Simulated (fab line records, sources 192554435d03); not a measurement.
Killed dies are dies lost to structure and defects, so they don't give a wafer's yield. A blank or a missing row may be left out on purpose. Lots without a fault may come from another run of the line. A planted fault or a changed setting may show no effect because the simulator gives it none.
Split-lot experiment | flow n5_finfet | 7 lots, 21 wafers read, on a route of 1938 steps

THE SPLIT
At N5_BEOL_M15_TRENCH_ETCH_34 (etches SiO2 in C4F8/O2/Ar, target depth 872.93 nm, time 199 s), the setting time_s was moved away from the recipe's 199 s on 9 of the 21 wafers read, by -21.6% to +16.3%. The other wafers ran this setting at the recipe's value.

FROM THE SPLIT TO THE READING: what the file shows between them, 12 steps
- N5_BEOL_M15_STRIP_36: strips in O2
- N5_BEOL_M15_STRIP_62: strips in O2
- N5_BEOL_M15_STRIP_37: strips in O2
- N5_BEOL_M15_ETCH_38: etches SiCN in CF4/N2, target depth 106.4 nm, time 120.5 s
- N5_BEOL_M15_PRECLEAN_39: cleans in residue remover, time 60 s
- N5_BEOL_M15_SRD_40: time 30 s, dry time 30 s
- N5_BEOL_M15_ECD_47: material Cu, target thk 1860 nm
- N5_BEOL_M15_ANNEAL_48: time 90 s
- N5_BEOL_M15_CMP_49: polishes, stops on SiO2, t overpolish 4.9 s, target thk 850 nm
- N5_BEOL_M15_THK_MEAS_50: measures by xrf
- N5_BEOL_M15_PRE_CLEAN_52: time 15 s
- N5_BEOL_M15_DEP_53: deposits SiCN from 3MS/NH3, target thk 50 nm, time 17.8 s

THE READING
M15_RS, in ohm/sq, at N5_BEOL_M15_RS_MEAS_54 (measures by four-point-probe). Fault-free wafers of this fab line usually give 0.02158 ohm/sq, standard deviation 0.00028 ohm/sq.

wafer  | tool, chamber at the split | time_s as run, s | against the recipe | M15_RS, ohm/sq | against lot-mates on the recipe
L078.3 | rie_diel-01, 0             | 199              | recipe             | 0.02172        | -
L078.4 | rie_diel-01, 2             | 199              | recipe             | 0.02144        | -
L078.6 | rie_diel-01, 1             | 199              | recipe             | 0.02183        | -
L080.1 | rie_diel-02, 0             | 231.5            | +16.3%             | 0.0184         | -0.00353
L080.2 | rie_diel-02, 1             | 231.5            | +16.3%             | 0.01819        | -0.00374
L080.6 | rie_diel-02, 3             | 199              | recipe             | 0.02193        | -
L082.1 | rie_diel-02, 1             | 199              | recipe             | 0.02145        | -
L082.3 | rie_diel-02, 2             | 199              | recipe             | 0.02142        | -
L082.6 | rie_diel-02, 3             | 199              | recipe             | 0.02204        | -
L084.2 | rie_diel-02, 0             | 210.9            | +6.0%              | 0.02045        | -0.00120
L084.3 | rie_diel-02, 3             | 210.9            | +6.0%              | 0.02073        | -0.00092
L084.4 | rie_diel-02, 2             | 199              | recipe             | 0.02165        | -
L087.2 | rie_diel-01, 1             | 199              | recipe             | 0.02187        | -
L087.3 | rie_diel-01, 0             | 226.2            | +13.7%             | 0.01911        | -0.00254
L087.6 | rie_diel-01, 2             | 199              | recipe             | 0.02142        | -
L094.2 | rie_diel-01, 3             | 199              | recipe             | 0.02174        | -
L094.3 | rie_diel-01, 2             | 156              | -21.6%             | 0.02756        | +0.00582
L094.5 | rie_diel-01, 1             | 156              | -21.6%             | 0.02831        | +0.00657
L093.1 | rie_diel-02, 0             | 220.5            | +10.8%             | 0.01903        | -0.00255
L093.3 | rie_diel-02, 3             | 199              | recipe             | 0.02158        | -
L093.6 | rie_diel-02, 1             | 220.5            | +10.8%             | 0.01913        | -0.00245

THE FIT
A straight line over all 21 wafers: M15_RS changes by -0.000252 ohm/sq for each +1% of time_s; r = -0.99; the points scatter about the line by 0.00041 ohm/sq.
The same after taking each lot's own level away (the mean of its wafers on the recipe; 21 wafers): -0.000253 ohm/sq for each +1%; r = -0.99; scatter 0.00037 ohm/sq.
On that fit, the largest move of time_s shifts the reading by 0.0055 ohm/sq.
The lots' own levels span 0.021580 to 0.021930 ohm/sq, that is 1.3 times the standard deviation above.
So the lot-to-lot level changes the slope little: the two slopes agree.
Check: with one of the wafers moved furthest among these (-21.6%) left out of the fit, the line predicts +0.00564 ohm/sq for it against its lot-mates. It came out at +0.00582 ohm/sq against them.

OTHER SPLITS ON THESE WAFERS
These wafers also went through other splits before the reading. Each is held against what the fit with the lots' levels taken away leaves over:
other split on the same wafers | wafers away from the commonest value | r with M15_RS (lot level and that fit taken away)
N5_BEOL_M14_EXPOSE_07 dose_mj  | 4                                    | +0.02
N5_BEOL_M15_PEB_26 peb_temp_c  | 7                                    | +0.06

THE WHOLE CHAIN: every reading that the file lists as answering this split, in the file's order
step                       | what it does                                                   | reading                                                                          | change (the file's fit)               | r (the file's)
N5_BEOL_M15_TRENCH_ETCH_34 | etches SiO2 in C4F8/O2/Ar, target depth 872.93 nm, time 199 s  | etch.depth_nm (the simulator's own value, which no gauge read)                   | +8.95 nm for each +1% of the setting  | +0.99
N5_BEOL_M15_TRENCH_ETCH_34 | etches SiO2 in C4F8/O2/Ar, target depth 872.93 nm, time 199 s  | coat_of_BEOL_M15_COAT_22.thk_nm (the simulator's own value, which no gauge read) | -1.74 nm for each +1% of the setting  | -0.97
N5_BEOL_M15_CMP_49         | polishes, stops on SiO2, t overpolish 4.9 s, target thk 850 nm | Cu_of_BEOL_M15_ECD_47.thk_nm (the simulator's own value, which no gauge read)    | +8.93 nm for each +1% of the setting  | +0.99
N5_BEOL_M15_THK_MEAS_50    | measures by xrf                                                | M15_THK                                                                          | +9.03 for each +1% of the setting     | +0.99
N5_BEOL_M15_RS_MEAS_54     | measures by four-point-probe                                   | M15_RS                                                                           | -0.000244 for each +1% of the setting | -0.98

THE FILE'S OWN FIT
M15_RS changes by -0.000244 ohm/sq for each +1% of time_s, r = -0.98.
